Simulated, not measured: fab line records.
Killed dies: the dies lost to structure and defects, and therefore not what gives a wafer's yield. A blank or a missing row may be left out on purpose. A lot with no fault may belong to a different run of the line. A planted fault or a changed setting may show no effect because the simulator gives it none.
Which tool is to blame?	flow n5 finfet	21 wafers from 7 lots sampled at 3 of the route's 1938 steps

WHAT EACH GAUGE READ, for each wafer
N5_BEOL_M7_OCD_MEAS_38.
lot	measured	on	trench depth nm (nm)
L900	day 11 11:50	ocd-01	93.0 93.9 94.6
L899	day 11 23:08	ocd-02	93.9 95.6 95.2
L903	day 12 22:29	ocd-01	89.1 89.7 89.7
L904	day 14 10:50	ocd-02	88.3 89.0 91.6
L918	day 17 14:18	ocd-01	95.5 94.3 93.1
L914	day 17 20:43	ocd-01	94.8 95.6 93.3
L916	day 18 16:29	ocd-01	91.0 92.8 93.3

TOOL THAT RAN EACH LOT (tool first, then ch and the chambers of the sampled wafers, then the start)
lot	N5_BEOL_M7_ETCH_62	N5_BEOL_M7_TRENCH_ETCH_37
L900	rie diel-01 ch 0,1,2, day 11 07:55	rie diel-01 ch 0,2,3, day 11 11:40
L899	rie diel-01 ch 0,1,3, day 11 16:47	rie diel-01 ch 0,1,3, day 11 22:59
L903	rie diel-06 ch 2,3, day 12 18:21	rie diel-01 ch 0,1,3, day 12 22:19
L904	rie diel-01 ch 0,1,2, day 14 06:03	rie diel-01 ch 1,2,3, day 14 10:41
L918	rie diel-01 ch 0,1,2, day 17 11:21	rie diel-06 ch 2,3, day 17 14:08
L914	rie diel-06 ch 0,1,3, day 17 15:31	rie diel-01 ch 0,2,3, day 17 20:34
L916	rie diel-01 ch 2,3, day 18 13:39	rie diel-03 ch 0,1,3, day 18 16:20
- N5_BEOL_M7_ETCH_62: etches SOC in N2/H2, target depth 110 nm, overetch 22 nm, time 165 s.
- N5_BEOL_M7_TRENCH_ETCH_37: etches SiCOH lowk in C4F6/O2, target depth 93.478 nm, time 31.2 s.

THE ANSWER, worked out from the rows above alone
Rule: usual is defined by the lots themselves. The widest of any qualifying gaps counts: lots, ordered by their means at a reading, are off when they make up no more than a third of the lots, leave a main group of 4 or more, and stand apart from it by 3 or more times the standard deviation of that group's means. A main group whose means are all the same, to the digits that the tables above print for the reading, isn't used. Also off: a lot with no number at a reading for which 4 or more lots have one. All remaining lots with rows at the step are treated as sound.
Off, at N5_BEOL_M7_OCD_MEAS_38 on trench depth nm: L903, L904. For the main group the mean is 94.0 nm and the standard deviation 0.89.
A tool fits if, at a process step before that reading, it ran every lot that is off, and no sound lot after the first of them. Gauges at N5_BEOL_M7_OCD_MEAS_38: tried the same way as those tools. Not one of the candidates tried fits.

WHAT WAS PUT IN BY THE SIMULATOR
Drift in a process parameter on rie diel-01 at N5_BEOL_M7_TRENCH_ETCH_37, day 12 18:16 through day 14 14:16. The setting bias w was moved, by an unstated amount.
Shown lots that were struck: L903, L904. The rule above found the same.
